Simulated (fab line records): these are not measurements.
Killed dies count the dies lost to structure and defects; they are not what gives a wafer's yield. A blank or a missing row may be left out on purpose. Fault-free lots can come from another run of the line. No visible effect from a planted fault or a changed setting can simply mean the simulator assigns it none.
Chamber matching || flow n5 finfet || 4 sister chambers for N5_BEOL_M0_ALD_136 on ald metal-02
The step deposits TaN, pulse time 2 s, purge time 3 s, co reactant purge time 2 s. 14 wafers are shown with their chamber, then 7 later ones without.

## WAFERS, EACH WITH ITS CHAMBER
{"wafer": "L077.3", "chamber": 2, "heater power w (W)": 492}
{"wafer": "L077.4", "chamber": 1, "heater power w (W)": 484}
{"wafer": "L077.5", "chamber": 0, "heater power w (W)": 450}
{"wafer": "L078.1", "chamber": 3, "heater power w (W)": 448}
{"wafer": "L078.2", "chamber": 1, "heater power w (W)": 501}
{"wafer": "L078.4", "chamber": 0, "heater power w (W)": 458}
{"wafer": "L079.1", "chamber": 3, "heater power w (W)": 438}
{"wafer": "L079.3", "chamber": 2, "heater power w (W)": 473}
{"wafer": "L079.4", "chamber": 0, "heater power w (W)": 451}
{"wafer": "L081.2", "chamber": 1, "heater power w (W)": 496}
{"wafer": "L081.3", "chamber": 2, "heater power w (W)": 477}
{"wafer": "L081.6", "chamber": 2, "heater power w (W)": 494}
{"wafer": "L092.1", "chamber": 1, "heater power w (W)": 488}
{"wafer": "L092.4", "chamber": 0, "heater power w (W)": 461}

SIGNATURES (means of the wafers above)
{"reading": "heater power w", "chamber 0": 455.00, "chamber 1": 492.25, "chamber 2": 484.00, "chamber 3": 443.00, "scatter within a chamber": 8.04}
Rule: a wafer's distance from a chamber is the root of the sum, over the readings, of the square of ((its reading less the chamber's mean) divided by the reading's scatter). If the next closest chamber is less than 2 further off than the closest, the wafer can't be placed; otherwise it belongs to the closest. The scatter: take each reading less its chamber's mean, square it, sum over the shown wafers, divide by the number of wafers less the number of chambers, and take the root.

## WAFERS WITH NO CHAMBER GIVEN
{"wafer": "L092.6", "heater power w (W)": 469}
{"wafer": "L095.1", "heater power w (W)": 484}
{"wafer": "L095.5", "heater power w (W)": 483}
{"wafer": "L095.6", "heater power w (W)": 499}
{"wafer": "L096.1", "heater power w (W)": 505}
{"wafer": "L096.2", "heater power w (W)": 443}
{"wafer": "L096.4", "heater power w (W)": 467}

## THE CHAMBER EACH PASSED THROUGH
{"wafer": "L092.6", "from the rows above": "can't be placed: 0 or 2 or 1 or 3", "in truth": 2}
{"wafer": "L095.1", "from the rows above": "can't be placed: 2 or 1", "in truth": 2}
{"wafer": "L095.5", "from the rows above": "can't be placed: 2 or 1", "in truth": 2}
{"wafer": "L095.6", "from the rows above": "can't be placed: 1 or 2", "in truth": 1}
{"wafer": "L096.1", "from the rows above": "can't be placed: 1 or 2", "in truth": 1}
{"wafer": "L096.2", "from the rows above": "can't be placed: 3 or 0", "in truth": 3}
{"wafer": "L096.4", "from the rows above": "can't be placed: 0 or 2 or 3 or 1", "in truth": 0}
Correctly placed: 0 of 7. Can't be placed from these rows: 7 (the true chamber is among the candidates in 7). Placed wrongly: 0.
